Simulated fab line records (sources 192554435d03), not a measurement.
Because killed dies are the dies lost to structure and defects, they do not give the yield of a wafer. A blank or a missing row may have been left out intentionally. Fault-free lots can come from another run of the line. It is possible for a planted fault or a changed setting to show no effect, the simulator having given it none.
Comparing a struck lot with a sound one | flow n5 finfet | 18 out of 1938 route steps
Sound: these wafers, L850.2, L850.3, L850.6. Struck: wafer L848.3. (L848.1, L848.5 of the same lot were not struck and are left out.) The cause comes at the end.
At each step with rows: each side's tool, then ch and its chambers, then its first start. Under that, the readings that differ: sound wafers | struck wafers | difference of the means | sigmas: that difference in standard deviations of wafers without a fault.
alike: readings whose means differ by less than 2 such deviations, and words and numbers that are the same on both sides. not compared: withheld readings, readings that some wafer has no value for, bounds like >300 that may hide the same value, and numbers for which the record gives no deviation and whose values overlap.
A row with sigmas, a row that says differs or no value, or rows on one side alone: a step with any of these is where the two part. Numbers that don't overlap but have no deviation are shown without sigmas and don't part them. A reading missing from all wafers of one side parts the sides only when that side holds two or more wafers.

N5_BEOL_M3_ANNEAL_82: time 240 s.
  sound on pvd sputter-01 at day 9 08:31; struck on pvd sputter-03 at day 9 10:29
  alike: heater power w
then, 1 step without rows for these wafers: N5_BEOL_M3_SPUTTER_86 (material Cu, target thk 4.5 nm, time 8.29 s).
N5_BEOL_M3_ANNEAL_87: time 240 s.
  sound on pvd sputter-01 at day 9 08:44; struck on pvd sputter-03 at day 9 10:42
  alike: heater power w
then, 1 step without rows for these wafers: N5_BEOL_M3_SPUTTER_88 (material Cu, target thk 4.5 nm, time 8.29 s).
N5_BEOL_M3_ANNEAL_89: time 240 s.
  sound on pvd sputter-01 at day 9 08:57; struck on pvd sputter-03 at day 9 10:55
  alike: heater power w
N5_BEOL_M3_SPUTTER_90: material Cu, target thk 4.5 nm, time 8.29 s.
  sound on pvd sputter-01 at day 9 09:05; struck on pvd sputter-03 at day 9 11:04
  alike: chuck sensor temp C, throttle valve pct
then, 2 steps without rows for these wafers: N5_BEOL_M3_ANNEAL_91 (time 240 s); N5_BEOL_M3_SPUTTER_92 (material Cu, target thk 4.5 nm, time 8.29 s).
N5_BEOL_M3_ANNEAL_93: time 240 s.
  sound on pvd sputter-01 at day 9 09:23; struck on pvd sputter-03 at day 9 11:22
  alike: heater power w
then, 3 steps without rows for these wafers: N5_BEOL_M3_SPUTTER_94 (material Cu, target thk 4.5 nm, time 8.29 s); N5_BEOL_M3_ANNEAL_95 (time 240 s); N5_BEOL_M3_SPUTTER_96 (material Cu, target thk 4.5 nm, time 8.29 s).
N5_BEOL_M3_ECD_50: material Cu, target thk 300 nm.
  sound on ecd cu-02 ch 0,1, day 9 09:52; struck on ecd cu-02 ch 1, day 9 11:50
  reading                                | sound             | struck | difference | sigmas
  model.Cu_of_BEOL_M3_ECD_50.thk nm (nm) | 294.6 300.8 296.4 | 205    | -92        |
then, 1 step without rows for these wafers: N5_BEOL_M3_ANNEAL_51 (time 90 s).
N5_BEOL_M3_CMP_52: polishes, stops on SiOC, t overpolish 6.8 s, target thk 40 nm.
  sound on cmp-04 ch 0,2,3, day 9 10:32; struck on cmp-04 ch 2, day 9 13:19
  reading                | sound    | struck | difference | sigmas
  time to endpoint s (s) | 59 60 59 | 42     | -17        | -6
  alike: motor current A, platen rpm
N5_BEOL_M3_THK_MEAS_53: measures by xrf.
  sound on film metro-02 at day 9 10:47; struck on film metro-02 at day 9 13:32
  alike: M3_THK
N5_BEOL_M4_RC_MEAS_101:
  sound on prober-02 ch 0, day 10 23:17; struck on prober-01 ch 0, day 11 02:20
  alike: DIBL_N, DIBL_P, IOFF_N, IOFF_P, ION_N, ION_P, SS_N, SS_P, VT_N, VT_P
N5_PASSIVATION_PROBE_49:
  rows exist in the record for the sound wafers here (prober-01, day 15 01:55), none for the struck ones

## WHERE THEY PART
Earliest at N5_BEOL_M3_CMP_52; latest, in this record, at N5_PASSIVATION_PROBE_49.

WHY: whatever the simulator had introduced
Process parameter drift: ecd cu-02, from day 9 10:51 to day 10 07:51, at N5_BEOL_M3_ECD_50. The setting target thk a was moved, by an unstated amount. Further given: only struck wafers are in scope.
